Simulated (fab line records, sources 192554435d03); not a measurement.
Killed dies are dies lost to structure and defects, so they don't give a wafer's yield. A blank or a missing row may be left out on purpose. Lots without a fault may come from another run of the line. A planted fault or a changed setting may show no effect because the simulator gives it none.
Chamber matching | flow n5_finfet | N5_HKMG_FIN_DESCUM_53 on rie_diel-01: 4 sister chambers
The step chemistry O2, time 7.9 s. 14 wafers are shown with their chamber, then 7 later ones without.

WAFERS WITH THEIR CHAMBER
wafer  | chamber | drypump_motor_current_A (A) | showerhead_plenum_p_Torr (Torr) | throttle_valve_pct (%)
L075.1 | 0       | 6.2                         | 2.02                            | 20.52
L075.2 | 3       | 5.1                         | 1.93                            | 20.18
L075.6 | 1       | 6.4                         | 2.06                            | 20.03
L082.1 | 2       | 5.4                         | 2.16                            | 20.42
L082.3 | 3       | 5.1                         | 1.92                            | 20.17
L082.4 | 0       | 6.2                         | 2.02                            | 20.54
L088.2 | 0       | 6.2                         | 2.01                            | 20.56
L088.3 | 2       | 5.5                         | 2.15                            | 20.44
L088.6 | 2       | 5.4                         | 2.15                            | 20.43
L090.2 | 0       | 6.2                         | 2.01                            | 20.57
L090.4 | 3       | 5.1                         | 1.92                            | 20.21
L090.6 | 0       | 6.2                         | 2.01                            | 20.56
L093.2 | 1       | 6.5                         | 2.05                            | 20.11
L093.4 | 2       | 5.4                         | 2.15                            | 20.44

SIGNATURES (means of the wafers above)
reading                  | chamber 0 | chamber 1 | chamber 2 | chamber 3 | scatter within a chamber
drypump_motor_current_A  | 6.200     | 6.450     | 5.425     | 5.100     | 0.0354
showerhead_plenum_p_Torr | 2.0140    | 2.0550    | 2.1525    | 1.9233    | 0.00558
throttle_valve_pct       | 20.5500   | 20.0700   | 20.4325   | 20.1867   | 0.0244
Rule: a wafer's distance from a chamber is the root of the sum, over the readings, of the square of ((its reading less the chamber's mean) divided by the reading's scatter). The wafer belongs to the nearest chamber; if the next one is less than 2 further off, it can't be placed. The scatter: the root of (the sum of the squares of (reading less its chamber's mean) over the shown wafers, divided by (wafers less chambers)).

WAFERS WITHOUT THEIR CHAMBER
wafer  | drypump_motor_current_A (A) | showerhead_plenum_p_Torr (Torr) | throttle_valve_pct (%)
L093.6 | 6.2                         | 2.01                            | 20.57
L095.2 | 6.4                         | 2.05                            | 20.10
L095.5 | 6.2                         | 2.01                            | 20.59
L095.6 | 6.4                         | 2.05                            | 20.11
L097.1 | 5.1                         | 1.91                            | 20.23
L097.5 | 5.5                         | 2.15                            | 20.46
L097.6 | 5.1                         | 1.91                            | 20.24

WHICH CHAMBER EACH WENT THROUGH
wafer  | from the rows above | in truth
L093.6 | 0                   | 0
L095.2 | 1                   | 1
L095.5 | 0                   | 0
L095.6 | 1                   | 1
L097.1 | 3                   | 3
L097.5 | 2                   | 2
L097.6 | 3                   | 3
Placed correctly: 7 of 7. Can't be placed from these rows: 0. Placed wrongly: 0.
